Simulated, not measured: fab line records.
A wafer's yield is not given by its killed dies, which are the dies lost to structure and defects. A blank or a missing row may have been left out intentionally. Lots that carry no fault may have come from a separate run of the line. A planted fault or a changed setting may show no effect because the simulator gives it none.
Split-lot trial -- flow n5Finfet -- 21 wafers read from 7 lots, route of 1938 steps

## ON THE SPLIT
At N5_MOL_CONTACT_COAG_ETCH_91 (etches SOC in N2/H2, target depth 60 nm, overetch 21 nm, time 101.2 s), the setting timeS was moved away from the recipe's 101.2 s on 9 of the 21 wafers read, by -19.6% to +15.4%. All remaining wafers had this setting at the recipe value.

The reading is taken at the split's own step.

## THE READING
SiARC_of_MOL_CONTACT_COAG_COAT_76.thkNm (the simulator's own value, which no gauge read), in nm, at N5_MOL_CONTACT_COAG_ETCH_91 (etches SOC in N2/H2, target depth 60 nm, overetch 21 nm, time 101.2 s). The file does not state a usual value for it. Across the 12 wafers here that went through the recipe, the average is 5.8 nm and the standard deviation 0.13 nm.

wafer,"tool, chamber at the split","timeS as run, s",against the recipe,"SiARC_of_MOL_CONTACT_COAG_COAT_76.thkNm, nm",against lot-mates on the recipe
L078.1,"rieDiel-04, 0",88.8,-12.3%,6.2,+0.5
L078.3,"rieDiel-04, 1",101.2,recipe,5.6,-
L078.4,"rieDiel-04, 3",101.2,recipe,5.8,-
L081.3,"rieDiel-05, 0,3",101.2,recipe,6,-
L081.4,"rieDiel-05, 0,3",101.2,recipe,6,-
L081.6,"rieDiel-05, 2",101.2,recipe,5.6,-
L083.2,"rieDiel-04, 2",83.04,-17.9%,6.6,+0.8
L083.3,"rieDiel-04, 0,2",101.2,recipe,5.8,-
L083.4,"rieDiel-04, 0,2",101.2,recipe,5.8,-
L084.1,"rieDiel-03, 3",83.67,-17.3%,6.6,+0.8
L084.4,"rieDiel-03, 2",83.67,-17.3%,6.4,+0.6
L084.5,"rieDiel-03, 0",101.2,recipe,5.8,-
L085.2,"rieDiel-04, 0",81.39,-19.6%,6.6,+0.8
L085.4,"rieDiel-04, 0",81.39,-19.6%,6.6,+0.8
L085.5,"rieDiel-04, 1",101.2,recipe,5.8,-
L095.1,"rieDiel-04, 2",116.8,+15.4%,5,-0.7
L095.4,"rieDiel-04, 1",101.2,recipe,5.6,-
L095.6,"rieDiel-04, 0",101.2,recipe,5.8,-
L097.1,"rieDiel-03, 2",87.19,-13.8%,6.2,+0.4
L097.2,"rieDiel-03, 3",87.19,-13.8%,6.4,+0.6
L097.4,"rieDiel-03, 0",101.2,recipe,5.8,-
If several chambers appear in one row, that row covers several wafers at once and the file leaves open which wafer was in which chamber.

THE FIT
A straight line over all 21 wafers: SiARC_of_MOL_CONTACT_COAG_COAT_76.thkNm changes by -0.0428 nm for each +1% of timeS; r = -0.96; the points scatter about the line by 0.12 nm.
The same after taking each lot's own level away (the mean of its wafers on the recipe; 21 wafers): -0.0414 nm for each +1%; r = -0.97; scatter 0.1 nm.
Per that fit: largest timeS move, reading shift of 0.81 nm.
Measured against the standard deviation above, the lots' own levels, which go from 5.70 to 5.87 nm, span 1.3 times it.
Consequently the slope shifts little with the lot-to-lot level, the two slopes agreeing.
Check: with one of the wafers moved furthest among these (-19.6%) left out of the fit, the line predicts +0.801 nm for it against its lot-mates. Against them it came out at +0.8 nm.

## FURTHER SPLITS ON THESE WAFERS
Before the reading, these wafers also passed through other splits. Each is held against what the fit with the lots' levels taken away leaves over:
other split on the same wafers,wafers away from the commonest value,r with SiARC_of_MOL_CONTACT_COAG_COAT_76.thkNm (lot level and that fit taken away)
N5_SDB_ETCH_17 biasW,7,-0.05
N5_HKMG_FIN_ETCH_55 timeS,11,-0.02
N5_GATE_CUT_ETCH_58 biasW,6,+0.12
N5_MOL_CONTACT_COAG_ALD_27 aldCycles,7,-0.27

## FILE'S OWN FIT
SiARC_of_MOL_CONTACT_COAG_COAT_76.thkNm changes by -0.0416 nm for each +1% of timeS, r = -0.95.
